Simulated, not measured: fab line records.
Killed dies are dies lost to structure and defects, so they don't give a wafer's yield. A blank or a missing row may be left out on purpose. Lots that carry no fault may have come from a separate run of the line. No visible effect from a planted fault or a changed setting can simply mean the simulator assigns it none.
Matching of chambers / flow n5Finfet / rieDiel-01 running N5_BEOL_M6_ETCH_72: 4 sister chambers
The step etches underlayer in N2/H2, target depth 6.5 nm, time 5.2 s. 4 wafers are shown with their chamber, then 10 later ones without.

== WAFERS PAIRED WITH THEIR CHAMBERS ==
wafer=L086.1; chamber=2; showerheadPlenumPTorr (Torr)=2.55
wafer=L086.3; chamber=1; showerheadPlenumPTorr (Torr)=2.69
wafer=L089.3; chamber=0; showerheadPlenumPTorr (Torr)=2.44
wafer=L089.4; chamber=3; showerheadPlenumPTorr (Torr)=2.44

== WAFERS MISSING THEIR CHAMBER ==
wafer=L089.6; showerheadPlenumPTorr (Torr)=2.44
wafer=L090.2; showerheadPlenumPTorr (Torr)=2.44
wafer=L090.4; showerheadPlenumPTorr (Torr)=2.69
wafer=L090.6; showerheadPlenumPTorr (Torr)=2.69
wafer=L095.2; showerheadPlenumPTorr (Torr)=2.68
wafer=L095.3; showerheadPlenumPTorr (Torr)=2.44
wafer=L095.5; showerheadPlenumPTorr (Torr)=2.43
wafer=L097.2; showerheadPlenumPTorr (Torr)=2.43
wafer=L097.3; showerheadPlenumPTorr (Torr)=2.54
wafer=L097.5; showerheadPlenumPTorr (Torr)=2.44

== EACH ONE'S CHAMBER ==
wafer=L089.6; from the rows above=can't be placed: 0 or 3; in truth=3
wafer=L090.2; from the rows above=can't be placed: 0 or 3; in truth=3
wafer=L090.4; from the rows above=1; in truth=1
wafer=L090.6; from the rows above=1; in truth=1
wafer=L095.2; from the rows above=1; in truth=1
wafer=L095.3; from the rows above=can't be placed: 0 or 3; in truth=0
wafer=L095.5; from the rows above=can't be placed: 0 or 3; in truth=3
wafer=L097.2; from the rows above=can't be placed: 0 or 3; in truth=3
wafer=L097.3; from the rows above=2; in truth=2
wafer=L097.5; from the rows above=can't be placed: 0 or 3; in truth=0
Correctly placed: 4 of 10. Unplaceable from these rows: 6, with the true chamber sitting among the candidates in 6. Placed wrongly: 0.
How it was worked out, from the rows above alone: a wafer's distance from a chamber is the root of the sum, over the readings, of the square of ((its reading less the chamber's mean) divided by the reading's scatter). If the next closest chamber is less than 2 further off than the closest, the wafer can't be placed; otherwise it belongs to the closest. The mean given for a chamber averages the wafers shown for that chamber. The scatter: with one shown wafer a chamber, the root of the mean of the squares of how far each hidden wafer lies from its nearest shown one.
